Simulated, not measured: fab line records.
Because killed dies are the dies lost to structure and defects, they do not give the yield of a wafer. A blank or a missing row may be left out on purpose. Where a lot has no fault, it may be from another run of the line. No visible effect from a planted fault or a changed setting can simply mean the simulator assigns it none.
Matching of chambers || flow nand_harc || 4 sister chambers for NHARC_A_STAIRCASE_TRIM_220 on rie_diel-07
The step chemistry O2, time 211.2 s. 4 wafers are shown with their chamber, then 11 later ones without.

WAFERS PAIRED WITH THEIR CHAMBERS
{"wafer": "L088.1", "chamber": 0, "drypump_motor_current_A (A)": 6.3}
{"wafer": "L088.4", "chamber": 2, "drypump_motor_current_A (A)": 6.2}
{"wafer": "L088.5", "chamber": 1, "drypump_motor_current_A (A)": 5.9}
{"wafer": "L092.1", "chamber": 3, "drypump_motor_current_A (A)": 4.9}

WAFERS WITH NO CHAMBER GIVEN
{"wafer": "L092.3", "drypump_motor_current_A (A)": 6.1}
{"wafer": "L092.6", "drypump_motor_current_A (A)": 6.1}
{"wafer": "L094.1", "drypump_motor_current_A (A)": 4.9}
{"wafer": "L094.2", "drypump_motor_current_A (A)": 5.9}
{"wafer": "L094.5", "drypump_motor_current_A (A)": 5.9}
{"wafer": "L095.2", "drypump_motor_current_A (A)": 4.9}
{"wafer": "L095.3", "drypump_motor_current_A (A)": 5.9}
{"wafer": "L095.5", "drypump_motor_current_A (A)": 6.2}
{"wafer": "L096.3", "drypump_motor_current_A (A)": 6.3}
{"wafer": "L096.5", "drypump_motor_current_A (A)": 6.2}
{"wafer": "L096.6", "drypump_motor_current_A (A)": 4.9}

EACH ONE'S CHAMBER
{"wafer": "L092.3", "from the rows above": 2, "in truth": 2}
{"wafer": "L092.6", "from the rows above": 2, "in truth": 2}
{"wafer": "L094.1", "from the rows above": 3, "in truth": 3}
{"wafer": "L094.2", "from the rows above": 1, "in truth": 1}
{"wafer": "L094.5", "from the rows above": 1, "in truth": 1}
{"wafer": "L095.2", "from the rows above": 3, "in truth": 3}
{"wafer": "L095.3", "from the rows above": 1, "in truth": 1}
{"wafer": "L095.5", "from the rows above": 2, "in truth": 2}
{"wafer": "L096.3", "from the rows above": 0, "in truth": 0}
{"wafer": "L096.5", "from the rows above": 2, "in truth": 2}
{"wafer": "L096.6", "from the rows above": 3, "in truth": 3}
Correct placement for 11 of the 11. Number that these rows cannot place: 0. Number placed wrongly: 0.
How it was worked out, from the rows above alone: a wafer's distance from a chamber is the root of the sum, over the readings, of the square of ((its reading less the chamber's mean) divided by the reading's scatter). The wafer belongs to the nearest chamber; if the next one is less than 2 further off, it can't be placed. Each chamber's mean is taken over the wafers shown for it. The scatter (one wafer shown for each chamber): square how far every hidden wafer sits from the nearest shown wafer, average those squares and take the square root.
